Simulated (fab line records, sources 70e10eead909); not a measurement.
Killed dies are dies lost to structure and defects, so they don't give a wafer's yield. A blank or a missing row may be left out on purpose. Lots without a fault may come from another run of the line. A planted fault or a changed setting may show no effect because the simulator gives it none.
fab line records | flow nand_harc
record lots=5 wafers=15 last_day=24
route steps=1159 shown A_STAIRCASE@550
lots that met no fault: from a run of the same line without faults
start_h: hours from the record's first day to the start of the lot's first wafer shown | wait_h: hours since the lot's step before | " the same as in the row above | L1.1+2: a row that stands for several wafers | - no value, or no start given | * or withheld: withheld | < > ~ a bound
route shown NAME@n: a module of which the file shows steps, and the number in the route of the first | usual: mean/standard deviation of fault-free wafers | same: alike in all rows | chamber/n: place in a boat | sites: the reading at each site | _std_site: their standard deviation | _edge_site: outer sites' mean less inner sites' | radius_mm: how far each site lies from the wafer's centre | mask NAME#n: copy n | behind: the tool/chamber that last shaped the wafer | hold: why the lot was held/for how many hours/how that ended | device: the transistor (n, p or np) that didn't switch | end of line: the same wafers' tests at the end of the route | a step without rows: its recipe alone | killed: dies lost to structure and defects at the first sort, not the wafer's yield | map: a wafer's dies, x killed, . not, _ none there
set.NAME: the setting as run; set.NAME@STEP: as run at that earlier step | model.NAME: the simulator's own value behind a step, which no gauge read
lots at some steps of the route; a table a step, a row a wafer
services: from which hour (start_h, from the record's first day; less than 0 if before it) a tool's chamber was out of use, for how many hours, and why
## steps
# step NHARC_A_STAIRCASE_TRIM_14
# recipe time_s=211.2 o2_flow_sccm=500 ar_flow_sccm=0 bias_w=0 chemistry=O2
# usual drypump_motor_current_A=5.7/0.63 o2_flow_sccm=500.2/1.4 oes_product_au=1.005/0.013 rf_vpp_V=57.7/0.83 showerhead_plenum_p_Torr=3.45/0.13 throttle_valve_pct=17.036/0.0092
# columns lot.wafer tool chamber start_h wait_h drypump_motor_current_A o2_flow_sccm oes_product_au rf_hours_counter_h rf_vpp_V showerhead_plenum_p_Torr throttle_valve_pct
L076.4 rie_diel-07 3 - - 5.4 499.3 0.997 6 57.5 3.77 17.018
L076.2 " 0 " " 5.3 498.5 1.018 6 57.4 3.30 17.047
L076.5 " 0 " " 5.3 497.9 1.022 - 57.4 3.30 17.038
L078.3 rie_diel-01 0 - - 6.6 501.8 0.989 41 57.5 3.32 17.014
L078.1 " 1 " " 5.3 499.7 1.004 45 57.9 3.60 17.039
L078.4 " 3 " " 4.9 500.8 0.996 40 58.3 3.42 17.056
L083.2 rie_diel-01 2 - - 5.7 497.6 1.015 57 58.6 3.40 17.042
L083.1 " 3 " " 4.8 500.7 1.017 52 57.9 3.41 17.029
L083.6 " 2 " " 5.7 500.0 1.012 - 56.1 3.40 17.021
L085.1 rie_diel-11 0 - - 6.1 500.8 0.977 38 58.7 3.60 17.036
L085.5 " 3 " " 5.5 500.4 1.003 - 56.5 3.37 17.035
L085.6 " 0 " " 6.0 500.2 0.970 - 58.1 3.60 17.031
L092.4 rie_diel-01 0 - - 6.6 501.9 1.009 6 57.6 3.31 17.039
L092.3 " 2 " " 5.7 497.4 1.016 4 58.6 3.39 17.035
L092.6 " 0 " " 6.6 500.7 1.015 - 55.7 3.31 17.021
# step NHARC_A_STAIRCASE_ETCH_15
# recipe target_depth_a=1000 time_s=40.5 ion_energy_ev=400 c4f8_flow_sccm=20 o2_flow_sccm=10 ar_flow_sccm=withheld rf_w=600 bias_w=1000 chemistry=C4F8/O2
# usual oes_product_au=0.945/0.014 rf_vpp_V=893/5.2
# columns lot.wafer tool chamber start_h wait_h oes_product_au rf_hours_counter_h rf_vpp_V
L076.2 rie_diel-07 2 - - 0.922 7 894
L076.4 " 1 " " 0.955 6 901
L076.5 " 2 " " 0.929 - 896
L078.4 rie_diel-01 0 - - 0.943 41 887
L078.3 " 1 " " 0.952 45 898
L078.1 " 2 " " 0.949 44 892
L083.2 rie_diel-01 3 - - 0.951 52 892
L083.1 " 0 " " 0.936 52 887
L083.6 " 0 " " 0.943 - 889
L085.1 rie_diel-11 3 - - 0.936 39 890
L085.6 " 0 " " 0.921 - 900
L085.5 " 1 " " 0.944 - 888
L092.3 rie_diel-01 2 - - 0.968 4 890
L092.4 " 1 " " 0.943 6 899
L092.6 " 3 " " 0.944 - 891
# step NHARC_A_STAIRCASE_TRIM_16
# recipe time_s=211.2 o2_flow_sccm=500 ar_flow_sccm=0 bias_w=0 chemistry=O2
# usual drypump_motor_current_A=5.7/0.63 o2_flow_sccm=500.2/1.5 oes_product_au=1.003/0.013 rf_vpp_V=57.5/0.87 showerhead_plenum_p_Torr=3.45/0.14 throttle_valve_pct=17.037/0.0097
# columns lot.wafer tool chamber start_h wait_h drypump_motor_current_A o2_flow_sccm oes_product_au rf_hours_counter_h rf_vpp_V showerhead_plenum_p_Torr throttle_valve_pct
L076.2 rie_diel-07 3 - - 5.4 501.3 0.994 7 58.6 3.77 17.023
L076.4 " 0 " " 5.3 499.6 1.021 6 57.8 3.30 17.037
L076.5 " 2 " " 6.7 500.0 0.976 - 57.5 3.48 17.017
L078.4 rie_diel-01 3 - - 4.9 500.6 0.987 40 58.5 3.42 17.051
L078.3 " 0 " " 6.6 500.6 0.989 41 58.2 3.32 17.031
L078.1 " 1 " " 5.2 499.8 1.006 45 58.3 3.60 17.056
L083.2 rie_diel-01 3 - - 4.9 499.2 0.993 52 56.9 3.41 17.046
L083.1 " 0 " " 6.6 498.6 0.993 52 56.4 3.32 17.040
L083.6 " 2 " " 5.7 499.5 1.013 - 56.9 3.40 17.035
L085.1 rie_diel-11 3 - - 5.6 502.1 1.023 39 57.6 3.37 17.033
L085.5 " 3 " " 5.5 503.4 1.017 - 58.2 3.37 17.035
L085.6 " 0 " " 6.0 502.2 0.974 - 58.7 3.60 17.028
L092.3 rie_diel-01 3 - - 4.9 502.5 0.999 6 57.3 3.41 17.034
L092.4 " 0 " " 6.6 496.6 1.010 6 56.4 3.31 17.038
L092.6 " 3 " " 4.9 500.7 0.997 - 58.2 3.41 17.028
# step NHARC_A_STAIRCASE_ETCH_17
# recipe target_depth_a=1000 time_s=40.5 ion_energy_ev=400 c4f8_flow_sccm=20 o2_flow_sccm=10 ar_flow_sccm=withheld rf_w=600 bias_w=1000 chemistry=C4F8/O2
# usual oes_product_au=0.948/0.013 rf_vpp_V=893/5.1
# columns lot.wafer tool chamber start_h wait_h oes_product_au rf_hours_counter_h rf_vpp_V
L076.2 rie_diel-07 3 - - 0.948 7 906
L076.4 " 1 " " 0.961 7 902
L076.5 " 3 " " 0.947 - 904
L078.1 rie_diel-01 0 - - 0.941 41 888
L078.4 " 1 " " 0.961 45 899
L078.3 " 2 " " 0.950 45 892
L083.1 rie_diel-01 3 - - 0.953 52 891
L083.2 " 2 " " 0.953 57 893
L083.6 " 0 " " 0.941 - 888
L085.1 rie_diel-11 1 - - 0.930 41 890
L085.5 " 1 " " 0.938 - 888
L085.6 " 2 " " 0.932 - 890
L092.4 rie_diel-01 1 - - 0.957 6 897
L092.3 " 2 " " 0.955 4 892
L092.6 " 1 " " 0.957 - 898
# step NHARC_A_STAIRCASE_TRIM_18
# recipe time_s=211.2 o2_flow_sccm=500 ar_flow_sccm=0 bias_w=0 chemistry=O2
# usual drypump_motor_current_A=5.7/0.62 o2_flow_sccm=500.1/1.5 oes_product_au=1.004/0.013 rf_vpp_V=57.6/0.93 showerhead_plenum_p_Torr=3.46/0.14 throttle_valve_pct=17.037/0.009
# columns lot.wafer tool chamber start_h wait_h drypump_motor_current_A o2_flow_sccm oes_product_au rf_hours_counter_h rf_vpp_V showerhead_plenum_p_Torr throttle_valve_pct
L076.2 rie_diel-07 3 - - 5.4 498.5 1.003 7 58.2 3.78 17.026
L076.4 " 2 " " 6.7 500.9 0.985 7 57.1 3.48 17.035
L076.5 " 3 " " 5.4 500.6 1.006 - 60.1 3.77 17.056
L078.4 rie_diel-01 2 - - 5.7 499.7 1.019 45 59.2 3.40 17.023
L078.1 " 3 " " 4.9 501.1 1.011 40 58.1 3.42 17.046
L078.3 " 0 " " 6.6 502.6 0.995 41 56.4 3.32 17.027
L083.2 rie_diel-01 1 - - 5.3 499.7 1.013 56 55.8 3.59 17.044
L083.1 " 3 " " 4.9 498.2 1.003 53 57.0 3.41 17.034
L083.6 " 0 " " 6.6 499.6 1.008 - 56.8 3.32 17.030
L085.1 rie_diel-11 3 - - 5.5 501.3 1.005 39 58.0 3.37 17.038
L085.5 " 0 " " 6.1 503.9 0.970 - 56.7 3.60 17.046
L085.6 " 1 " " 5.1 499.0 0.997 - 57.3 3.34 17.045
L092.4 rie_diel-01 1 - - 5.2 498.9 1.012 6 56.0 3.59 17.036
L092.3 " 2 " " 5.7 500.9 1.011 4 56.9 3.39 17.033
L092.6 " 1 " " 5.2 498.3 1.000 - 58.3 3.59 17.047
# step NHARC_A_STAIRCASE_ETCH_19
# recipe target_depth_a=1000 time_s=40.5 ion_energy_ev=400 c4f8_flow_sccm=20 o2_flow_sccm=10 ar_flow_sccm=withheld rf_w=600 bias_w=1000 chemistry=C4F8/O2
# usual oes_product_au=0.948/0.014 rf_vpp_V=893/4.9
# columns lot.wafer tool chamber start_h wait_h oes_product_au rf_hours_counter_h rf_vpp_V
L076.2 rie_diel-07 2 - - 0.943 7 895
L076.4 " 1 " " 0.952 7 899
L076.5 " 3 " " 0.945 - 904
L078.3 rie_diel-01 0 - - 0.960 41 890
L078.4 " 1 " " 0.955 45 898
L078.1 " 3 " " 0.959 40 892
L083.1 rie_diel-01 0 - - 0.949 52 888
L083.2 " 3 " " 0.972 53 891
L083.6 " 0 " " 0.954 - 887
L085.1 rie_diel-11 2 - - 0.954 36 891
L085.6 " 3 " " 0.978 - 890
L085.5 " 0 " " 0.926 - 898
L092.4 rie_diel-01 2 - - 0.967 4 891
L092.3 " 1 " " 0.947 6 898
L092.6 " 2 " " 0.962 - 891
# step NHARC_A_STAIRCASE_TRIM_20
# recipe time_s=211.2 o2_flow_sccm=500 ar_flow_sccm=0 bias_w=0 chemistry=O2
# usual drypump_motor_current_A=5.7/0.63 o2_flow_sccm=499.9/1.5 oes_product_au=1.003/0.014 rf_vpp_V=57.5/0.76 showerhead_plenum_p_Torr=3.46/0.14 throttle_valve_pct=17.035/0.0088
# columns lot.wafer tool chamber start_h wait_h drypump_motor_current_A o2_flow_sccm oes_product_au rf_hours_counter_h rf_vpp_V showerhead_plenum_p_Torr throttle_valve_pct
L076.4 rie_diel-07 1 255.29 0.1 6.4 499.5 1.013 7 57.5 3.65 17.058
L076.2 " 2 " " 6.8 498.7 0.984 7 57.5 3.48 17.026
L076.5 " 2 " " 6.7 498.7 0.992 - 56.9 3.48 17.054
L078.1 rie_diel-11 3 261.08 0.1 5.5 501.2 1.011 23 57.1 3.38 17.035
L078.4 " 0 " " 6.0 499.2 0.976 24 56.5 3.61 17.030
L078.3 " 2 " " 5.1 500.5 1.001 18 56.4 3.40 17.038
L083.2 rie_diel-07 2 300.45 0.1 6.7 501.0 1.001 19 57.7 3.48 17.034
L083.1 " 1 " " 6.4 499.1 1.013 23 57.9 3.64 17.031
L083.6 " 2 " " 6.7 501.0 0.986 - 58.1 3.48 17.032
L085.1 rie_diel-11 0 304.52 0.1 6.0 501.1 0.973 39 57.7 3.60 17.031
L085.5 " 2 " " 5.1 499.9 1.000 - 58.4 3.39 17.033
L085.6 " 3 " " 5.5 501.1 1.014 - 55.9 3.37 17.027
L092.4 rie_diel-07 2 346.99 0.1 6.8 500.5 0.977 30 59.2 3.47 17.041
L092.3 " 1 " " 6.4 499.4 1.001 33 58.6 3.63 17.028
L092.6 " 2 " " 6.8 501.1 0.993 - 58.3 3.47 17.036
# step NHARC_A_STAIRCASE_ETCH_21
# recipe target_depth_a=1000 time_s=40.5 ion_energy_ev=400 c4f8_flow_sccm=20 o2_flow_sccm=10 ar_flow_sccm=withheld rf_w=600 bias_w=1000 chemistry=C4F8/O2
# usual oes_product_au=0.954/0.018 rf_vpp_V=893/5.1
# columns lot.wafer tool chamber start_h wait_h oes_product_au rf_hours_counter_h rf_vpp_V
L076.2 rie_diel-07 0 - - 0.957 6 888
L076.4 " 2 " " 0.928 8 895
L076.5 " 1 " " 0.949 - 902
L078.1 rie_diel-11 0 - - 0.915 25 900
L078.3 " 1 " " 0.963 25 891
L078.4 " 2 " " 0.963 18 892
L083.2 rie_diel-07 3 - - 0.963 24 904
L083.1 " 0 " " 0.997 23 887
L083.6 " 1 " " 0.990 - 902
L085.1 rie_diel-11 2 - - 0.946 36 890
L085.6 " 1 " " 0.955 - 890
L085.5 " 2 " " 0.940 - 890
L092.4 rie_diel-07 1 - - 0.980 33 901
L092.3 " 3 " " 0.953 37 903
L092.6 " 0 " " 0.999 - 888
# step NHARC_A_STAIRCASE_TRIM_22
# recipe time_s=211.2 o2_flow_sccm=500 ar_flow_sccm=0 bias_w=0 chemistry=O2
# usual drypump_motor_current_A=5.7/0.62 o2_flow_sccm=500.0/1.5 oes_product_au=1.004/0.012 rf_vpp_V=57.6/0.84 showerhead_plenum_p_Torr=3.46/0.14 throttle_valve_pct=17.036/0.0093
# columns lot.wafer tool chamber start_h wait_h drypump_motor_current_A o2_flow_sccm oes_product_au rf_hours_counter_h rf_vpp_V showerhead_plenum_p_Torr throttle_valve_pct
L076.4 rie_diel-07 0 - - 5.3 499.8 1.019 7 56.3 3.30 17.046
L076.2 " 2 " " 6.8 499.6 0.991 8 58.1 3.48 17.037
L076.5 " 1 " " 6.4 499.7 1.017 - 58.2 3.65 17.058
L078.3 rie_diel-11 2 - - 5.1 500.9 1.015 18 58.1 3.40 17.033
L078.4 " 3 " " 5.5 498.7 1.014 23 58.0 3.38 17.036
L078.1 " 0 " " 6.0 499.9 0.971 25 57.1 3.61 17.040
L083.1 rie_diel-07 3 - - 5.4 502.1 0.990 25 58.9 3.76 17.028
L083.2 " 0 " " 5.3 503.3 1.015 23 56.9 3.29 17.059
L083.6 " 0 " " 5.3 500.6 1.014 - 57.7 3.29 17.035
L085.1 rie_diel-11 3 - - 5.5 498.5 1.006 39 56.5 3.37 17.047
L085.5 " 2 " " 5.1 500.3 1.004 - 58.0 3.39 17.028
L085.6 " 3 " " 5.5 500.9 1.011 - 59.9 3.37 17.048
L092.3 rie_diel-07 1 - - 6.4 499.6 1.005 33 57.5 3.63 17.044
L092.4 " 3 " " 5.4 497.5 0.980 37 59.2 3.76 17.014
L092.6 " 2 " " 6.8 499.3 0.989 - 57.8 3.47 17.043
# step NHARC_A_STAIRCASE_ETCH_23
# recipe target_depth_a=1000 time_s=40.5 ion_energy_ev=400 c4f8_flow_sccm=20 o2_flow_sccm=10 ar_flow_sccm=withheld rf_w=600 bias_w=1000 chemistry=C4F8/O2
# usual oes_product_au=0.948/0.015 rf_vpp_V=894/5
# columns lot.wafer tool chamber start_h wait_h oes_product_au rf_hours_counter_h rf_vpp_V
L076.4 rie_diel-07 2 - - 0.923 8 896
L076.2 " 3 " " 0.935 7 906
L076.5 " 0 " " 0.944 - 889
L078.4 rie_diel-11 2 - - 0.949 18 891
L078.3 " 3 " " 0.960 23 890
L078.1 " 0 " " 0.935 25 898
L083.1 rie_diel-07 0 - - 0.962 24 887
L083.2 " 3 " " 0.943 25 905
L083.6 " 1 " " 0.978 - 899
L085.1 rie_diel-11 1 - - 0.962 42 887
L085.6 " 2 " " 0.947 - 893
L085.5 " 3 " " 0.947 - 891
L092.4 rie_diel-07 3 - - 0.922 37 905
L092.3 " 1 " " 0.932 33 900
L092.6 " 2 " " 0.926 - 894
# step NHARC_A_STAIRCASE_TRIM_24
# recipe time_s=211.2 o2_flow_sccm=500 ar_flow_sccm=0 bias_w=0 chemistry=O2
# usual drypump_motor_current_A=5.7/0.61 o2_flow_sccm=499.7/1.5 oes_product_au=1.003/0.012 rf_vpp_V=57.7/0.86 showerhead_plenum_p_Torr=3.46/0.14 throttle_valve_pct=17.037/0.01
# columns lot.wafer tool chamber start_h wait_h drypump_motor_current_A o2_flow_sccm oes_product_au rf_hours_counter_h rf_vpp_V showerhead_plenum_p_Torr throttle_valve_pct
L076.4 rie_diel-07 1 - - 6.3 499.8 1.014 8 57.1 3.65 17.025
L076.2 " 2 " " 6.8 498.5 0.985 8 56.5 3.48 17.017
L076.5 " 1 " " 6.4 501.1 1.020 - 58.8 3.65 17.038
L078.1 rie_diel-11 2 - - 5.1 498.7 1.008 18 57.1 3.40 17.049
L078.4 " 0 " " 6.0 499.1 0.970 25 58.1 3.61 17.038
L078.3 " 1 " " 5.1 498.7 1.006 25 58.1 3.35 17.017
L083.1 rie_diel-07 3 - - 5.4 499.6 1.006 25 57.9 3.76 17.032
L083.2 " 0 " " 5.4 497.5 1.008 24 57.3 3.29 17.046
L083.6 " 2 " " 6.8 501.6 1.005 - 58.6 3.48 17.051
L085.1 rie_diel-11 1 - - 5.1 499.3 1.004 42 57.6 3.34 17.039
L085.5 " 0 " " 6.0 500.1 0.979 - 58.0 3.60 17.035
L085.6 " 1 " " 5.1 498.9 0.997 - 57.0 3.34 17.041
L092.3 rie_diel-07 0 - - 5.3 498.9 1.028 35 57.0 3.29 17.034
L092.4 " 1 " " 6.4 499.0 1.002 34 58.4 3.63 17.022
L092.6 " 0 " " 5.3 500.9 1.029 - 57.3 3.29 17.048
# step NHARC_A_STAIRCASE_ETCH_25
# recipe target_depth_a=1000 time_s=40.5 ion_energy_ev=400 c4f8_flow_sccm=20 o2_flow_sccm=10 ar_flow_sccm=withheld rf_w=600 bias_w=1000 chemistry=C4F8/O2
# usual oes_product_au=0.948/0.012 rf_vpp_V=893/5.3
# columns lot.wafer tool chamber start_h wait_h oes_product_au rf_hours_counter_h rf_vpp_V
L076.2 rie_diel-07 0 - - 0.961 7 887
L076.4 " 2 " " 0.936 8 896
L076.5 " 0 " " 0.962 - 887
L078.4 rie_diel-11 2 - - 0.943 18 890
L078.1 " 3 " " 0.939 23 890
L078.3 " 1 " " 0.951 25 888
L083.2 rie_diel-07 3 - - 0.935 25 906
L083.1 " 1 " " 0.957 24 899
L083.6 " 3 " " 0.937 - 903
L085.1 rie_diel-11 1 - - 0.931 42 889
L085.5 " 1 " " 0.952 - 888
L085.6 " 2 " " 0.945 - 891
L092.4 rie_diel-07 0 - - 0.960 35 887
L092.3 " 2 " " 0.939 30 895
L092.6 " 1 " " 0.954 - 900
# step NHARC_A_STAIRCASE_TRIM_26
# recipe time_s=211.2 o2_flow_sccm=500 ar_flow_sccm=0 bias_w=0 chemistry=O2
# usual drypump_motor_current_A=5.7/0.61 o2_flow_sccm=499.9/1.6 oes_product_au=1.004/0.013 rf_vpp_V=57.6/0.94 showerhead_plenum_p_Torr=3.46/0.14 throttle_valve_pct=17.036/0.0089
# columns lot.wafer tool chamber start_h wait_h drypump_motor_current_A o2_flow_sccm oes_product_au rf_hours_counter_h rf_vpp_V showerhead_plenum_p_Torr throttle_valve_pct
L076.2 rie_diel-07 2 - - 6.7 501.1 0.988 8 59.2 3.48 17.035
L076.4 " 3 " " 5.4 498.7 0.997 7 56.9 3.77 17.038
L076.5 " 1 " " 6.4 495.7 1.010 - 58.7 3.65 17.038
L078.1 rie_diel-11 1 - - 5.1 498.1 1.005 25 57.6 3.35 17.049
L078.3 " 2 " " 5.1 501.1 1.002 19 57.2 3.40 17.042
L078.4 " 0 " " 6.0 498.1 0.980 25 58.3 3.61 17.034
L083.1 rie_diel-07 1 - - 6.3 501.2 1.016 24 57.3 3.64 17.039
L083.2 " 0 " " 5.3 500.8 1.033 24 55.7 3.29 17.049
L083.6 " 1 " " 6.4 504.1 1.024 - 57.8 3.64 17.040
L085.1 rie_diel-11 1 - - 5.1 502.8 0.998 42 58.9 3.34 17.036
L085.5 " 0 " " 6.0 498.2 0.977 - 56.3 3.60 17.035
L085.6 " 1 " " 5.1 500.4 0.984 - 56.8 3.34 17.041
L092.3 rie_diel-07 1 - - 6.4 497.8 1.006 34 57.9 3.63 17.031
L092.4 " 3 " " 5.4 499.0 0.992 37 56.3 3.76 17.032
L092.6 " 1 " " 6.4 500.5 1.007 - 57.3 3.63 17.027
# step NHARC_A_STAIRCASE_ETCH_27
# recipe target_depth_a=1000 time_s=40.5 ion_energy_ev=400 c4f8_flow_sccm=20 o2_flow_sccm=10 ar_flow_sccm=withheld rf_w=600 bias_w=1000 chemistry=C4F8/O2
# usual oes_product_au=0.948/0.013 rf_vpp_V=893/5.1
# columns lot.wafer tool chamber start_h wait_h oes_product_au rf_hours_counter_h rf_vpp_V
L076.4 rie_diel-07 3 - - 0.958 8 905
L076.2 " 1 " " 0.966 8 900
L076.5 " 2 " " 0.952 - 895
L078.1 rie_diel-11 2 - - 0.944 19 892
L078.3 " 3 " " 0.977 24 891
L078.4 " 0 " " 0.932 25 898
L083.1 rie_diel-07 3 - - 0.951 25 904
L083.2 " 1 " " 0.951 24 899
L083.6 " 3 " " 0.947 - 904
L085.1 rie_diel-11 3 - - 0.969 39 890
L085.6 " 3 " " 0.966 - 890
L085.5 " 0 " " 0.930 - 898
L092.3 rie_diel-07 3 - - 0.920 37 904
L092.4 " 1 " " 0.933 34 900
L092.6 " 2 " " 0.908 - 894
# step NHARC_A_STAIRCASE_STRIP_175
# recipe power_w=1500 temp_c=250 chemistry=O2
# usual drypump_motor_current_A=5.7/0.4 heater_power_w=310/47 temp_c=250.02/0.18
# columns lot.wafer tool chamber start_h wait_h drypump_motor_current_A heater_power_w rf_hours_counter_h temp_c
L076.2 plasma_asher-02 1 256.94 0.1 5.4 332 22 249.94
L076.4 " 0 " " 6.4 385 - 249.68
L076.5 " 0 " " 6.4 377 - 250.10
L078.1 plasma_asher-01 0 262.16 0.1 5.6 265 53 249.88
L078.4 " 0 " " 5.6 273 - 249.77
L078.3 " 1 " " 5.3 298 - 250.21
L083.2 plasma_asher-02 0 301.52 0.1 6.4 372 39 249.96
L083.1 " 1 " " 5.4 334 39 250.15
L083.6 " 1 " " 5.4 333 - 250.40
L085.1 plasma_asher-01 1 305.54 0.1 5.3 300 7 250.12
L085.5 " 1 " " 5.3 282 - 250.17
L085.6 " 0 " " 5.6 244 - 249.95
L092.4 plasma_asher-02 0 348.33 0.2 6.4 385 - 249.95
L092.3 " 1 " " 5.4 335 - 249.93
L092.6 " 1 " " 5.4 332 - 250.26
# step NHARC_A_STAIRCASE_STRIP_148
# recipe time_s=900 temp_c=130 chemistry=SPM
# usual temp_c=130.00/0.13
# columns lot.wafer tool chamber start_h wait_h temp_c
L076.4 wet_bench-04 2 257.25 0.2 130.26
L076.5 " 3 " " 129.94
L076.2 " 6 " " 129.95
L078.4 wet_bench-04 3 262.51 0.2 129.94
L078.3 " 4 " " 129.94
L078.1 " 6 " " 130.03
L083.2 wet_bench-09 3 301.87 0.3 129.90
L083.6 " 7 " " 129.78
L083.1 " 0 " " 129.89
L085.6 wet_bench-04 1 305.92 0.1 130.12
L085.5 " 2 " " 130.05
L085.1 " 3 " " 130.03
L092.4 wet_bench-09 2 348.59 0.2 130.20
L092.3 " 5 " " 129.68
L092.6 " 6 " " 129.71
# step NHARC_A_STAIRCASE_PRECLEAN_149
# recipe time_s=* temp_c=50 bath_age_min=0 chemistry=SC1
# usual nh4oh_flow_mL_min=28.30/0.098 temp_c=50.00/0.12
# columns lot.wafer tool chamber start_h wait_h nh4oh_flow_mL_min temp_c
L076.4 wet_bench-04 2 - - 28.36 49.99
L076.5 " 3 " " 28.25 49.97
L076.2 " 6 " " 28.23 49.94
L078.4 wet_bench-04 3 - - 28.17 50.01
L078.3 " 4 " " 28.35 50.20
L078.1 " 6 " " 28.43 49.86
L083.2 wet_bench-09 3 - - 28.24 50.06
L083.6 " 7 " " 28.13 50.14
L083.1 " 0 " " 28.35 50.15
L085.6 wet_bench-04 1 - - 28.25 49.98
L085.5 " 2 " " 28.31 49.88
L085.1 " 3 " " 28.09 49.98
L092.4 wet_bench-09 2 - - 28.31 49.93
L092.3 " 5 " " 28.38 50.00
L092.6 " 6 " " 28.41 49.99
# step NHARC_A_STAIRCASE_SRD_150
# columns lot.wafer tool chamber start_h wait_h
L076.4+5+2 wet_bench-04 2,3,6 - -
L078.4+3+1 wet_bench-04 3,4,6 - -
L083.2+6+1 wet_bench-09 3,7,0 - -
L085.6+5+1 wet_bench-04 1,2,3 - -
L092.4+3+6 wet_bench-09 2,5,6 - -
# step NHARC_A_STAIRCASE_DEHYDRATE_176
# recipe temp_c=150 time_s=120
# usual plate_temp_C=150.02/0.14
# columns lot.wafer tool chamber start_h wait_h plate_temp_C
L076.2 litho_track-07 0 257.70 - 149.93
L076.4 " 0 " " 150.01
L076.5 " 0 " " 149.96
L078.1 litho_track-02 0 262.97 - 149.83
L078.3 " 0 " " 149.97
L078.4 " 0 " " 149.82
L083.1 litho_track-02 0 302.34 - 149.79
L083.2 " 0 " " 150.08
L083.6 " 0 " " 150.09
L085.1 litho_track-07 0 306.35 - 150.35
L085.5 " 0 " " 149.93
L085.6 " 0 " " 149.97
L092.3 litho_track-07 0 349.04 - 150.07
L092.4 " 0 " " 150.15
L092.6 " 0 " " 150.26
# step NHARC_A_STAIRCASE_HMDS_177
# recipe time_s=30
# columns lot.wafer tool chamber start_h wait_h
L076.2+4+5 litho_track-07 0 - -
L078.1+3+4 litho_track-02 0 - -
L083.1+2+6 litho_track-02 0 - -
L085.1+5+6 litho_track-07 0 - -
L092.3+4+6 litho_track-07 0 - -
# step NHARC_A_STAIRCASE_COAT_178
# recipe spin_rpm=1200
# columns lot.wafer tool chamber start_h wait_h
L076.2+4+5 litho_track-07 0 - -
L078.1+3+4 litho_track-02 0 - -
L083.1+2+6 litho_track-02 0 - -
L085.1+5+6 litho_track-07 0 - -
L092.3+4+6 litho_track-07 0 - -
# step NHARC_A_STAIRCASE_SOFTBAKE_179
# recipe temp_c=135 time_s=170
# usual plate_temp_C=135.01/0.16
# columns lot.wafer tool chamber start_h wait_h plate_temp_C
L076.2 litho_track-07 0 - - 134.94
L076.4 " 0 " " 135.15
L076.5 " 0 " " 135.10
L078.1 litho_track-02 0 - - 135.21
L078.3 " 0 " " 135.22
L078.4 " 0 " " 135.04
L083.1 litho_track-02 0 - - 134.73
L083.2 " 0 " " 134.69
L083.6 " 0 " " 134.87
L085.1 litho_track-07 0 - - 135.02
L085.5 " 0 " " 134.90
L085.6 " 0 " " 134.96
L092.3 litho_track-07 0 - - 134.99
L092.4 " 0 " " 134.91
L092.6 " 0 " " 135.01
# step NHARC_A_STAIRCASE_EBR_180
# columns lot.wafer tool chamber start_h wait_h
L076.2+4+5 litho_track-07 0 - -
L078.1+3+4 litho_track-02 0 - -
L083.1+2+6 litho_track-02 0 - -
L085.1+5+6 litho_track-07 0 - -
L092.3+4+6 litho_track-07 0 - -
# step NHARC_A_STAIRCASE_EXPOSE_181
# recipe na=0.5 dose_mj=27.87 mask_id=STAIR_2
# usual exposure_dose_mJ_cm2=27.869/0.027
# columns lot.wafer tool chamber start_h wait_h mask exposure_dose_mJ_cm2
L076.2 krf_scanner-02 0 257.91 - STAIR_2#0 27.864
L076.4 " 0 " " STAIR_2#0 27.865
L076.5 " 0 " " STAIR_2#0 27.870
L078.1 krf_scanner-02 0 263.17 - STAIR_2#0 27.789
L078.3 " 0 " " STAIR_2#0 27.829
L078.4 " 0 " " STAIR_2#0 27.821
L083.1 krf_scanner-02 0 302.56 - STAIR_2#0 27.911
L083.2 " 0 " " STAIR_2#0 27.895
L083.6 " 0 " " STAIR_2#0 27.867
L085.1 krf_scanner-01 0 306.68 - STAIR_2#0 27.849
L085.5 " 0 " " STAIR_2#0 27.862
L085.6 " 0 " " STAIR_2#0 27.857
L092.3 krf_scanner-02 0 349.38 - STAIR_2#0 27.869
L092.4 " 0 " " STAIR_2#0 27.894
L092.6 " 0 " " STAIR_2#0 27.848
# step NHARC_A_STAIRCASE_PEB_182
# recipe peb_temp_c=115 peb_time_s=130
# usual plate_temp_C=115.01/0.13
# columns lot.wafer tool chamber start_h wait_h plate_temp_C
L076.2 litho_track-02 0 257.97 0.1 115.13
L076.4 " 0 " " 115.03
L076.5 " 0 " " 115.09
L078.1 litho_track-05 0 263.25 0.1 115.04
L078.3 " 0 " " 115.07
L078.4 " 0 " " 114.99
L083.1 litho_track-02 0 302.63 0.1 115.21
L083.2 " 0 " " 115.15
L083.6 " 0 " " 115.00
L085.1 litho_track-02 0 306.75 0.1 114.91
L085.5 " 0 " " 115.04
L085.6 " 0 " " 115.10
L092.3 litho_track-05 0 349.44 0.1 114.94
L092.4 " 0 " " 114.97
L092.6 " 0 " " 114.93
# step NHARC_A_STAIRCASE_DEVELOP_183
# recipe time_s=140
# columns lot.wafer tool chamber start_h wait_h
L076.2+4+5 litho_track-02 0 - -
L078.1+3+4 litho_track-05 0 - -
L083.1+2+6 litho_track-02 0 - -
L085.1+5+6 litho_track-02 0 - -
L092.3+4+6 litho_track-05 0 - -
# step NHARC_A_STAIRCASE_HARDBAKE_185
# recipe temp_c=120 time_s=140
# columns lot.wafer tool chamber start_h wait_h
L076.2+4+5 litho_track-02 0 258.19 -
L078.1+3+4 litho_track-02 0 263.48 -
L083.1+2+6 litho_track-07 0 302.85 -
L085.1+5+6 litho_track-02 0 306.97 -
L092.3+4+6 litho_track-07 0 349.66 -
## services
# columns tool chamber start_h hours kind
litho_track-05 - 237.00 7.0 pm
rie_diel-07 0 237.46 - clean
rie_diel-07 1 237.46 - clean
rie_diel-07 2 237.46 - clean
rie_diel-07 3 237.46 - clean
krf_scanner-01 - 256.00 4.0 pm
rie_diel-01 1 261.53 5.9 repair
rie_diel-07 0 262.04 - clean
rie_diel-07 1 262.04 - clean
rie_diel-07 2 262.04 - clean
rie_diel-07 3 262.04 - clean
rie_diel-07 2 267.40 10.3 repair
plasma_asher-01 - 276.25 9.0 pm
rie_diel-07 0 286.54 - clean
rie_diel-07 1 286.54 - clean
rie_diel-07 2 286.54 - clean
rie_diel-07 3 286.54 - clean
wet_bench-09 - 288.80 8.0 pm
rie_diel-01 - 314.91 9.0 pm
krf_scanner-01 - 317.43 4.7 repair
rie_diel-01 2 331.12 8.1 repair
rie_diel-07 - 335.76 2.1 repair
wet_bench-04 - 339.29 8.0 pm
litho_track-02 - 340.00 7.0 pm
## key
fault none
